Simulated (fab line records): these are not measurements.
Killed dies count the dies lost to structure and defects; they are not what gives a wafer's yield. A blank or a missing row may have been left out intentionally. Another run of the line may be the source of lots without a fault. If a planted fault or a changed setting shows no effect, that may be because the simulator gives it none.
Matching of chambers / flow n5_finfet / 4 sister chambers for N5_MOL_CONTACT_COAG_ALD_27 on ald_sin-02
The step deposits SiOC, target thk 17 nm, pulse time 1.5 s, time 2720 s. 4 wafers are shown with their chamber, then 9 later ones without.

== WAFERS WITH THEIR CHAMBER ==
wafer=L089.2; chamber=0; heater_power_w (W)=917
wafer=L089.3; chamber=1; heater_power_w (W)=758
wafer=L089.5; chamber=2; heater_power_w (W)=876
wafer=L089.6; chamber=3; heater_power_w (W)=924

== WAFERS WITH NO CHAMBER GIVEN ==
wafer=L091.1; heater_power_w (W)=896
wafer=L091.3; heater_power_w (W)=901
wafer=L091.6; heater_power_w (W)=910
wafer=L093.3; heater_power_w (W)=744
wafer=L093.4; heater_power_w (W)=862
wafer=L093.5; heater_power_w (W)=904
wafer=L097.1; heater_power_w (W)=919
wafer=L097.3; heater_power_w (W)=918
wafer=L097.5; heater_power_w (W)=917

== WHICH CHAMBER EACH WENT THROUGH ==
wafer=L091.1; from the rows above=can't be placed: 2 or 0 or 3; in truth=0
wafer=L091.3; from the rows above=can't be placed: 0 or 3 or 2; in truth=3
wafer=L091.6; from the rows above=can't be placed: 0 or 3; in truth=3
wafer=L093.3; from the rows above=1; in truth=1
wafer=L093.4; from the rows above=2; in truth=2
wafer=L093.5; from the rows above=can't be placed: 0 or 3 or 2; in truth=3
wafer=L097.1; from the rows above=can't be placed: 0 or 3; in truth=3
wafer=L097.3; from the rows above=can't be placed: 0 or 3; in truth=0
wafer=L097.5; from the rows above=can't be placed: 0 or 3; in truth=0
Correct placement for 2 of the 9. Cannot be placed on the basis of these rows: 7; the candidates contain the true chamber in 7. Placed wrongly: 0.
How it was worked out, from the rows above alone: a wafer's distance from a chamber is the root of the sum, over the readings, of the square of ((its reading less the chamber's mean) divided by the reading's scatter). The wafer belongs to the nearest chamber; if the next one is less than 2 further off, it can't be placed. Each chamber's mean is taken over the wafers shown for it. The scatter: with one shown wafer a chamber, the root of the mean of the squares of how far each hidden wafer lies from its nearest shown one.
